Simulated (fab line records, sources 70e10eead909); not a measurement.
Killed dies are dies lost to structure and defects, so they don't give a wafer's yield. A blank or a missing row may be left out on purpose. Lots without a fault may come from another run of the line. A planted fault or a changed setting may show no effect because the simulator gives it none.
A struck lot beside a sound one | flow nand_harc | 22 steps out of a route of 1302
Sound: wafers L278.1, L278.4, L278.6. Struck: wafers L286.2, L286.4, L286.5. The cause comes at the end.
At each step with rows: each side's tool, then ch and its chambers, then its first start. Under that, the readings that differ: sound wafers | struck wafers | difference of the means | sigmas: that difference in standard deviations of wafers without a fault.
alike: readings whose means differ by less than 2 such deviations, and words and numbers that are the same on both sides. not compared: withheld readings, readings that some wafer has no value for, bounds like >300 that may hide the same value, and numbers for which the record gives no deviation and whose values overlap.
The two part at a step that has a row with sigmas, a row that says differs or no value, or rows on one side only. Numbers that don't overlap but have no deviation are shown without sigmas and don't part them. A reading that every wafer of one side lacks parts them only if that side has two wafers or more.

NHARC_A_BLC_CVD_24: deposits W, target thk 150 nm, time 434 s.
  sound on cvd_w-01 ch 0,1; struck on cvd_w-02 ch 0,1
  alike: heater_power_w, throttle_valve_pct
NHARC_A_BLC_CMP_25: polishes, t overpolish 30 s, target thk 150 nm.
  sound on cmp-02 ch 0,2,3, day 22 18:59; struck on cmp-02 ch 0,2,3, day 27 06:25
  alike: motor_current_A, overpolish_run_s, time_to_endpoint_s
then, 1 step without rows for these wafers: NHARC_A_BLC_SRD_27.
NHARC_A_BLC_INSPECT_28:
  sound on defect_inspect-02, day 22 19:20; struck on defect_inspect-01, day 27 06:47
  alike: raw_defect_count
then, 7 steps without rows for these wafers: NHARC_A_M0_DEP_00 (deposits SiOC, target thk 150 nm); NHARC_A_M0_DEHYDRATE_01 (time 120 s); NHARC_A_M0_HMDS_02 (time 30 s); NHARC_A_M0_COAT_33 (time 65 s); NHARC_A_M0_COAT_03 (resist thk 90 nm); NHARC_A_M0_SOFTBAKE_04 (time 55 s); NHARC_A_M0_EBR_05.
NHARC_A_M0_EXPOSE_06: exposes mask A M0, target cd 80 nm.
  sound on arfi_scanner-03 ch 0, day 22 20:05; struck on arfi_scanner-03 ch 0, day 27 07:25
  reading              | sound             | struck               | difference | sigmas
  exposure_dose_mJ_cm2 | 83.31 83.23 83.24 | 112.63 112.87 112.74 | +29.49     | +99 or more
  alike: mask
then, 2 steps without rows for these wafers: NHARC_A_M0_PEB_07 (peb time 65 s); NHARC_A_M0_DEVELOP_08 (develop time 35 s).
NHARC_A_M0_CD_MEAS_09: target cd 80 nm.
  sound on cd_sem-01 ch 0, day 22 20:14; struck on cd_sem-01 ch 0, day 27 07:34
  reading    | sound          | struck           | difference | sigmas
  cd_nm (nm) | 79.1 79.5 80.4 | 100.2 100.1 99.6 | +20.3      | +27
NHARC_A_M0_OVL_MEAS_10: pitch 160 nm.
  sound on overlay-01, day 22 20:19; struck on overlay-01, day 27 07:39
  alike: overlay_x_nm, overlay_y_nm
NHARC_A_M0_INSPECT_11:
  sound on defect_inspect-02, day 22 20:21; struck on defect_inspect-01, day 27 07:41
  alike: raw_defect_count
NHARC_A_M0_DESCUM_14: chemistry O2, time 3 s.
  sound on rie_diel-12 ch 1,3, day 22 20:25; struck on rie_diel-04 ch 0,2,3, day 27 07:45
  reading               | sound             | struck            | difference | sigmas
  model.A_M0.cd_nm (nm) | 79.06 80.37 79.87 | 99.99 100.8 100.7 | +20.73     |
  alike: drypump_motor_current_A, oes_product_au, rf_vpp_V, showerhead_plenum_p_Torr, throttle_valve_pct
  not compared: rf_hours_counter_h
NHARC_A_M0_ETCH_34: etches the open film in N2/H2, target depth 40 nm, overetch 12 nm, time 43.94 s.
  sound on rie_diel-12 ch 0,3, day 22 20:31; struck on rie_diel-04 ch 0,1,2, day 27 07:50
  alike: drypump_motor_current_A, oes_product_au, rf_vpp_V, showerhead_plenum_p_Torr, throttle_valve_pct
  not compared: rf_hours_counter_h
NHARC_A_M0_ETCH_15: etches the open film in C4F8/Ar, target depth 150 nm, overetch 15 nm, time 82.5 s.
  sound on rie_diel-12 ch 2,3; struck on rie_diel-04 ch 2,3
  reading               | sound             | struck            | difference | sigmas
  model.A_M0.cd_nm (nm) | 78.94 80.29 79.54 | 99.73 100.7 99.87 | +20.51     |
  alike: oes_product_au, rf_vpp_V
  not compared: rf_hours_counter_h
NHARC_A_M0_CD_MEAS_16:
  sound on cd_sem-01, day 22 20:43; struck on cd_sem-02, day 27 08:03
  reading    | sound          | struck          | difference | sigmas
  cd_nm (nm) | 79.1 80.4 79.8 | 99.6 100.8 99.8 | +20.3      | +24
NHARC_END_SORT_01:
  the record has rows for the struck wafers here (prober-02 ch 0, day 28 23:10) and none for the sound ones

WHERE THEY PART
First at NHARC_A_M0_EXPOSE_06; last, within this record, at NHARC_END_SORT_01.

WHY: what the simulator had put in
Process parameter drift: arfi_scanner-03, from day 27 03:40 on, at NHARC_A_M0_EXPOSE_06. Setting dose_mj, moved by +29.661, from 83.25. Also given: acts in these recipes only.
